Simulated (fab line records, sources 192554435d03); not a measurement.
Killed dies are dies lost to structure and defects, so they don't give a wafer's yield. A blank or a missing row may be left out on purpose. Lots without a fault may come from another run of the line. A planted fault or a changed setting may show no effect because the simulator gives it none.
fab line records | flow n5_finfet
record lots=9 wafers=27 last_day=17
route steps=1938 shown BEOL_M0@748 BEOL_M1@818 BEOL_M4@1111 PASSIVATION@1936
lots that met no fault: from a run of the same line without faults
start_h: hours from the record's first day to the start of the lot's first wafer shown | wait_h: hours since the lot's step before | " the same as in the row above | L1.1+2: a row that stands for several wafers | - no value, or no start given | * or withheld: withheld | < > ~ a bound
route shown NAME@n: a module of which the file shows steps, and the number in the route of the first | usual: mean/standard deviation of fault-free wafers | same: alike in all rows | chamber/n: place in a boat | sites: the reading at each site | _std_site: their standard deviation | _edge_site: outer sites' mean less inner sites' | radius_mm: how far each site lies from the wafer's centre | mask NAME#n: copy n | behind: the tool/chamber that last shaped the wafer | hold: why the lot was held/for how many hours/how that ended | device: the transistor (n, p or np) that didn't switch | end of line: the same wafers' tests at the end of the route | a step without rows: its recipe alone | killed: dies lost to structure and defects at the first sort, not the wafer's yield | map: a wafer's dies, x killed, . not, _ none there
set.NAME: the setting as run; set.NAME@STEP: as run at that earlier step | model.NAME: the simulator's own value behind a step, which no gauge read
steps of the route over a sample of lots; a table a step, a row a wafer
services: from which hour (start_h, from the record's first day; less than 0 if before it) a tool's chamber was out of use, for how many hours, and why
## steps
# step N5_BEOL_M0_DEP_125
# recipe material=SiCN target_thk_a=80 temp_c=withheld precursor=3MS/NH3 pressure_torr=3 rf_w=202 time_s=14
# usual rf_fwd_power_W=199.9/0.8 showerhead_plenum_p_Torr=3.671/0.014 throttle_valve_pct=9.1/0.31
# columns lot.wafer tool chamber start_h wait_h rf_fwd_power_W showerhead_plenum_p_Torr throttle_valve_pct
L761.2 pecvd-02 2 119.81 0.0 200.6 3.663 8.8
L761.3 " 1 " " 198.9 3.674 9.1
L761.4 " 0 " " 199.4 3.696 8.8
L762.2 pecvd-02 0 128.05 0.0 200.9 3.689 9.0
L762.4 " 2 " " 200.4 3.662 8.8
L762.5 " 0 " " 200.2 3.690 9.1
L767.1 pecvd-01 1 154.16 0.0 198.8 3.669 9.5
L767.2 " 2 " " 200.0 3.683 8.6
L767.4 " 2 " " 199.9 3.684 8.7
L768.1 pecvd-03 1 164.87 0.0 201.1 3.679 9.5
L768.2 " 2 " " 199.9 3.666 9.4
L768.3 " 0 " " 200.6 3.645 9.5
L775.1 pecvd-03 2 205.39 0.0 199.8 3.654 9.1
L775.2 " 1 " " - 3.675 9.3
L775.5 " 0 " " 199.6 3.652 9.5
L780.2 pecvd-01 2 236.07 0.0 198.3 3.684 8.2
L780.4 " 2 " " 199.2 3.687 8.5
L780.6 " 1 " " 199.1 3.667 9.3
L781.2 pecvd-02 1 239.34 0.0 199.6 3.672 9.2
L781.5 " 1 " " 199.3 3.676 9.2
L781.6 " 0 " " 200.0 3.692 8.6
L782.1 pecvd-01 1 240.21 0.0 198.4 3.679 9.5
L782.3 " 2 " " 198.6 3.683 8.7
L782.4 " 2 " " 199.3 3.688 8.0
L783.1 pecvd-02 1 258.02 0.0 199.5 3.662 9.4
L783.2 " 0 " " 200.1 3.707 8.9
L783.3 " 2 " " 200.1 3.678 8.9
# step N5_BEOL_M1_SPUTTER_81
# recipe material=Cu target_thk_a=45 temp_c=-20 chamber_pressure_pa=0.07 power_w=withheld time_s=8.29
# usual throttle_valve_pct=30.3/1.3
# columns lot.wafer tool chamber start_h wait_h throttle_valve_pct
L761.2 pvd_sputter-01 - 127.73 0.1 30.3
L761.3 " - " " 31.4
L761.4 " - " " 31.3
L762.2 pvd_sputter-02 - 133.33 0.1 31.2
L762.4 " - " " 29.9
L762.5 " - " " 31.3
L767.1 pvd_sputter-01 - 160.34 0.1 29.0
L767.2 " - " " 31.4
L767.4 " - " " 29.8
L768.1 pvd_sputter-02 - 172.06 0.1 29.7
L768.2 " - " " 27.9
L768.3 " - " " 31.7
L775.1 pvd_sputter-02 - 212.03 0.1 28.0
L775.2 " - " " 29.7
L775.5 " - " " 27.9
L780.2 pvd_sputter-01 - 245.12 0.1 29.1
L780.4 " - " " 30.1
L780.6 " - " " 30.1
L781.2 pvd_sputter-03 - 245.28 0.1 32.4
L781.5 " - " " 30.5
L781.6 " - " " 28.3
L782.1 pvd_sputter-02 - 267.30 0.1 28.1
L782.3 " - " " 31.4
L782.4 " - " " 29.8
L783.1 pvd_sputter-01 - 269.92 0.1 31.2
L783.2 " - " " 30.0
L783.3 " - " " 31.3
# step N5_BEOL_M1_ANNEAL_91
# recipe temp_c=400 time_s=240 ambient=vacuum
# usual heater_power_w=844/83
# columns lot.wafer tool chamber start_h wait_h heater_power_w
L761.2 pvd_sputter-01 - 128.47 0.0 927
L761.3 " - " " 721
L761.4 " - " " 851
L762.2 pvd_sputter-02 - 134.07 0.0 788
L762.4 " - " " 895
L762.5 " - " " 772
L767.1 pvd_sputter-01 - 161.08 0.0 751
L767.2 " - " " 846
L767.4 " - " " 922
L768.1 pvd_sputter-02 - 172.80 0.0 893
L768.2 " - " " 822
L768.3 " - " " 775
L775.1 pvd_sputter-02 - 212.77 0.0 837
L775.2 " - " " 900
L775.5 " - " " 856
L780.2 pvd_sputter-01 - 245.86 0.0 754
L780.4 " - " " 922
L780.6 " - " " 911
L781.2 pvd_sputter-03 - 246.02 0.0 1028
L781.5 " - " " 815
L781.6 " - " " 972
L782.1 pvd_sputter-02 - 268.04 0.0 823
L782.3 " - " " 779
L782.4 " - " " 894
L783.1 pvd_sputter-01 - 270.66 0.0 833
L783.2 " - " " 923
L783.3 " - " " 735
# step N5_BEOL_M1_SPUTTER_94
# recipe material=Cu target_thk_a=45 temp_c=-20 chamber_pressure_pa=0.07 power_w=withheld time_s=8.29
# usual throttle_valve_pct=30.2/1.3
# columns lot.wafer tool chamber start_h wait_h throttle_valve_pct
L761.2 pvd_sputter-01 - 128.83 0.1 29.9
L761.3 " - " " 31.4
L761.4 " - " " 31.4
L762.2 pvd_sputter-02 - 134.43 0.1 31.2
L762.4 " - " " 29.9
L762.5 " - " " 31.5
L767.1 pvd_sputter-01 - 161.44 0.1 29.1
L767.2 " - " " 31.7
L767.4 " - " " 30.1
L768.1 pvd_sputter-02 - 173.16 0.1 30.0
L768.2 " - " " 27.8
L768.3 " - " " 31.6
L775.1 pvd_sputter-02 - 213.13 0.1 28.2
L775.2 " - " " 29.6
L775.5 " - " " 28.1
L780.2 pvd_sputter-01 - 246.22 0.1 28.9
L780.4 " - " " 30.0
L780.6 " - " " 30.3
L781.2 pvd_sputter-03 - 246.38 0.1 32.3
L781.5 " - " " 30.4
L781.6 " - " " 28.3
L782.1 pvd_sputter-02 - 268.40 0.1 27.7
L782.3 " - " " 31.4
L782.4 " - " " 29.9
L783.1 pvd_sputter-01 - 271.02 0.1 31.2
L783.2 " - " " 29.9
L783.3 " - " " 31.1
# step N5_BEOL_M1_THK_MEAS_53
# recipe thk_meas_gauge=xrf reads=Cu_of_BEOL_M1_ECD_50
# usual M1_THK=40.5/1.8
# columns lot.wafer tool chamber start_h wait_h M1_THK[nm]
L761.2 film_metro-02 - 129.96 - 41.3
L761.3 " - " " 38.9
L761.4 " - " " 43.1
L762.2 film_metro-01 - 135.57 - 42.1
L762.4 " - " " 43.1
L762.5 " - " " 41.8
L767.1 film_metro-01 - 162.48 - 36.5
L767.2 " - " " 41.0
L767.4 " - " " 40.5
L768.1 film_metro-01 - 174.16 - 42.0
L768.2 " - " " 41.6
L768.3 " - " " 41.3
L775.1 film_metro-01 - 214.14 - 37.1
L775.2 " - " " 33.2
L775.5 " - " " 37.7
L780.2 film_metro-02 - 247.23 - 39.3
L780.4 " - " " 41.4
L780.6 " - " " 40.8
L781.2 film_metro-01 - 247.39 - 38.0
L781.5 " - " " 40.6
L781.6 " - " " 40.2
L782.1 film_metro-01 - 269.41 - 38.4
L782.3 " - " " 35.4
L782.4 " - " " 40.2
L783.1 film_metro-01 - 272.11 - 39.9
L783.2 " - " " 39.2
L783.3 " - " " 37.0
# step N5_BEOL_M1_RS_MEAS_58
# recipe thk_meas_gauge=four-point-probe reads=Co_of_BEOL_M1_CO_CAP_55+Cu_of_BEOL_M1_ECD_50+Co_of_BEOL_M1_CVD_47+TaN_of_BEOL_M1_ALD_84
# usual M1_RS=0.68/0.038
# columns lot.wafer tool chamber start_h wait_h M1_RS[ohm/sq]
L761.2 film_metro-01 - 130.28 0.1 0.66
L761.3 " - " " 0.72
L761.4 " - " " 0.63
L762.2 film_metro-02 - 135.88 0.1 0.65
L762.4 " - " " 0.63
L762.5 " - " " 0.65
L767.1 film_metro-01 - 162.74 0.0 0.77
L767.2 " - " " 0.66
L767.4 " - " " 0.67
L768.1 film_metro-01 - 174.42 0.0 0.65
L768.2 " - " " 0.66
L768.3 " - " " 0.66
L775.1 film_metro-02 - 214.40 0.0 0.75
L775.2 " - " " 0.88
L775.5 " - " " 0.74
L780.2 film_metro-01 - 247.49 0.1 0.70
L780.4 " - " " 0.66
L780.6 " - " " 0.67
L781.2 film_metro-02 - 247.65 0.1 0.74
L781.5 " - " " 0.68
L781.6 " - " " 0.69
L782.1 film_metro-01 - 269.70 0.1 0.72
L782.3 " - " " 0.80
L782.4 " - " " 0.68
L783.1 film_metro-02 - 272.37 0.0 0.69
L783.2 " - " " 0.71
L783.3 " - " " 0.76
# step N5_BEOL_M4_RC_MEAS_101
# usual DIBL_N=36.2/1.7 DIBL_P=36.2/2.2 IOFF_N=0.16/0.035 IOFF_P=0.21/0.042 ION_N=673/13 ION_P=462/7.9 SS_N=71.4/0.59 SS_P=73.2/0.7 VT_N=250/3.6 VT_P=-251/3.5
# columns lot.wafer tool chamber start_h wait_h DIBL_N[mV/V] DIBL_P[mV/V] IOFF_N[nA/um] IOFF_P[nA/um] ION_N[uA/um] ION_P[uA/um] SS_N[mV/dec] SS_P[mV/dec] VT_N[mV] VT_P[mV]
L761.2 prober-01 0 158.81 0.2 39.5 39.9 0.20 0.24 672 458 72.9 74.6 248 -248
L761.3 " 0 " " 37.5 36.7 0.17 0.20 681 461 71.9 74.5 253 -251
L761.4 " 0 " " 34.2 33.5 0.11 0.15 642 443 71.0 72.4 256 -256
L762.2 prober-01 0 167.22 0.2 36.3 36.1 0.14 0.19 653 446 70.9 73.0 250 -252
L762.4 " 0 " " 38.7 40.1 0.21 0.25 688 461 72.5 74.0 243 -247
L762.5 " 0 " " 36.4 38.5 0.17 0.22 674 465 71.4 73.9 248 -251
L767.1 prober-01 0 196.32 0.0 35.6 38.0 0.17 0.21 681 456 71.0 72.9 252 -250
L767.2 " 0 " " 34.7 36.0 0.14 0.18 662 454 71.7 73.0 250 -253
L767.4 " 0 " " 38.1 39.9 0.20 0.23 681 458 71.8 74.0 249 -251
L768.1 prober-02 0 211.46 0.0 37.3 37.1 0.18 0.24 676 468 71.6 72.4 249 -248
L768.2 " 0 " " 37.1 38.6 0.19 0.27 691 477 71.7 73.7 246 -247
L768.3 " 0 " " 36.5 36.5 0.16 0.22 682 463 71.3 72.6 250 -250
L775.1 prober-01 0 244.91 0.0 37.7 39.0 0.17 0.26 668 463 71.2 73.8 251 -245
L775.2 " 0 " " 34.2 34.5 0.12 0.19 659 464 71.6 72.0 252 -250
L775.5 " 0 " " 35.3 36.8 0.14 0.22 666 460 71.3 73.0 250 -248
L781.2 prober-02 0 284.14 0.2 36.3 37.8 0.16 0.21 675 458 70.9 73.4 251 -251
L781.5 " 0 " " 35.5 35.8 0.14 0.19 671 461 70.7 73.3 252 -251
L781.6 " 0 " " 34.4 34.4 0.12 0.16 667 454 71.0 73.1 253 -254
L780.2 prober-01 0 287.95 0.2 35.2 34.0 0.13 0.18 668 460 71.4 72.7 250 -253
L780.4 " 0 " " 37.4 36.2 0.18 0.22 685 467 71.3 72.8 245 -251
L780.6 " 0 " " 36.4 34.2 0.15 0.19 661 455 70.8 73.1 249 -252
L782.1 prober-01 0 302.20 0.0 37.8 37.2 0.16 0.25 669 459 71.8 73.6 247 -247
L782.3 " 0 " " 36.2 34.0 0.12 0.19 673 462 71.5 72.6 255 -251
L782.4 " 0 " " 37.1 34.9 0.15 0.21 675 470 70.9 72.3 249 -249
L783.1 prober-02 0 303.62 0.0 37.0 36.1 0.16 0.21 668 459 71.3 72.9 251 -250
L783.2 " 0 " " 34.4 33.8 0.12 0.17 666 457 71.0 71.9 255 -253
L783.3 " 0 " " 37.7 37.8 0.18 0.24 678 459 71.8 73.3 247 -249
# step N5_PASSIVATION_PROBE_49
# usual defect_limited_yield=91.4/1.4 killed_at_M0_to_M3=31/10 killed_at_M4_up=14/5.6 killed_at_contacts=13/6.3 killed_at_front_end=39/10 killed_at_other=4/3.1 killed_dies=101/16 killed_open=65/13 killed_short=34/7.2 sort_bin_5_function=5.1/0.88 sort_bin_6_memory=3.2/0.66 sort_n_pass=1079/16 sort_yield_pct=91.4/1.4
# same gross_dies=1180 killed_at_back_side=0 sort_bin_4_leakage[%]=0 sort_bin_8_speed[%]=0
# columns lot.wafer tool chamber start_h wait_h defect_limited_yield[%] killed_at_M0_to_M3 killed_at_M4_up killed_at_contacts killed_at_front_end killed_at_other killed_dies killed_open killed_short sort_bin_5_function[%] sort_bin_6_memory[%] sort_n_pass sort_yield_pct[%]
L767.1 prober-01 - 294.80 0.0 93.8 23 6 10 32 2 73 44 27 3.6 2.5 1107 93.8
L767.2 prober-01 - 294.85 0.1 91.5 37 13 14 34 2 100 74 26 5.3 3.0 1080 91.5
L767.4 prober-01 - 294.95 0.2 93.1 31 9 4 34 3 81 51 29 3.6 2.9 1099 93.1
L768.1 prober-01 - 316.07 0.0 90.8 45 9 22 29 3 108 71 37 5.6 3.1 1072 90.8
L768.2 prober-01 - 316.12 0.1 91.6 37 10 14 34 4 99 63 35 5.1 3.1 1081 91.6
L768.3 prober-01 - 316.17 0.1 93.1 31 3 5 37 5 81 46 35 4.2 2.6 1099 93.1
# killed by level:class
L767.1 FIN_SAQP:geometric_particle:open=8 MOL_CONTACT_COAG:geometric_particle:open=7 FIN_SAQP:geometric_particle:short=6 BEOL_M0_SAQP:geometric_particle:open=6 GATE_CUT:geometric_particle:short=4 BEOL_M1:geometric_particle:short=4 MOL_CONTACT_COAG:geometric_particle:short=3 BEOL_M2:geometric_particle:open=3
L767.2 BEOL_M3:geometric_particle:open=16 MOL_CONTACT_COAG:geometric_particle:open=13 FIN_SAQP:geometric_particle:short=7 BEOL_M0_SAQP:geometric_particle:short=6 STI_FIN_REVEAL:geometric_particle:open=5 BEOL_M2:geometric_particle:open=5 DUMMY_GATE:geometric_particle:open=4 BEOL_M0_SAQP:geometric_particle:open=4
L767.4 BEOL_M0_SAQP:geometric_particle:open=13 FIN_SAQP:geometric_particle:short=10 BEOL_M0_SAQP:geometric_particle:short=7 FIN_SAQP:geometric_particle:open=6 BEOL_M1:geometric_particle:open=5 BEOL_M8:geometric_particle:open=4 MOL_CONTACT_COAG:geometric_particle:open=3 BEOL_M7:geometric_particle:open=3
L768.1 MOL_CONTACT_COAG:geometric_particle:open=16 BEOL_M1:geometric_particle:open=10 BEOL_M0_SAQP:geometric_particle:short=8 BEOL_M3:geometric_particle:open=8 STI_FIN_REVEAL:geometric_particle:open=7 BEOL_M0_SAQP:geometric_particle:open=7 MOL_CONTACT_COAG:geometric_particle:short=6 GATE_CUT:geometric_particle:short=5
L768.2 MOL_CONTACT_COAG:geometric_particle:open=14 BEOL_M0_SAQP:geometric_particle:short=10 BEOL_M0_SAQP:geometric_particle:open=7 STI_FIN_REVEAL:geometric_particle:open=6 BEOL_M3:geometric_particle:open=6 BEOL_M4:geometric_particle:open=5 FIN_SAQP:geometric_particle:open=4 FIN_SAQP:geometric_particle:short=4
L768.3 BEOL_M0_SAQP:geometric_particle:open=9 STI_FIN_REVEAL:geometric_particle:short=8 STI_FIN_REVEAL:geometric_particle:open=8 BEOL_M0_SAQP:geometric_particle:short=6 BEOL_M3:geometric_particle:open=6 GATE_CUT:geometric_particle:short=5 BEOL_M1:geometric_particle:open=5 FIN_SAQP:geometric_particle:open=3
## services
# columns tool chamber start_h hours kind
pvd_sputter-02 - 96.25 1.8 repair
pvd_sputter-03 - 101.23 1.1 repair
pecvd-01 0 121.18 2.1 scheduled_down
pecvd-03 0 156.29 5.5 scheduled_down
pecvd-01 2 169.32 2.1 scheduled_down
pecvd-02 - 181.06 0.7 repair
pecvd-01 - 191.71 0.4 repair
pecvd-01 2 202.38 - clean
pecvd-01 2 202.38 - consumable_replace:showerhead
pecvd-01 2 202.38 29.0 scheduled_down
pecvd-01 2 202.38 29.0 vent_cycle
pecvd-02 2 213.72 5.5 scheduled_down
pecvd-03 - 258.70 26.5 repair
## key
first_sign step=N5_BEOL_M1_THK_MEAS_53 reading=M1_THK direction=down sigmas=4.1 usual=40.5 struck=33.2
effect step=N5_BEOL_M1_RS_MEAS_58 reading=M1_RS direction=up sigmas=5.2 usual=0.68 struck=0.88
met_at N5_BEOL_M0_DEP_125
struck_lots L775
struck_wafers L775.2
not_acting_at N5_BEOL_M1_SPUTTER_81,N5_BEOL_M1_ANNEAL_91,N5_BEOL_M1_SPUTTER_94
onset_between 164.87 205.39
fault kind=process_parameter_drift tool=pecvd-03 chamber=- onset_h=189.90 steps=N5_BEOL_M0_DEP_125 channel=time_s offset=* shape=step end_h=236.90 scope=struck_wafers_only acts_in=* stated=*
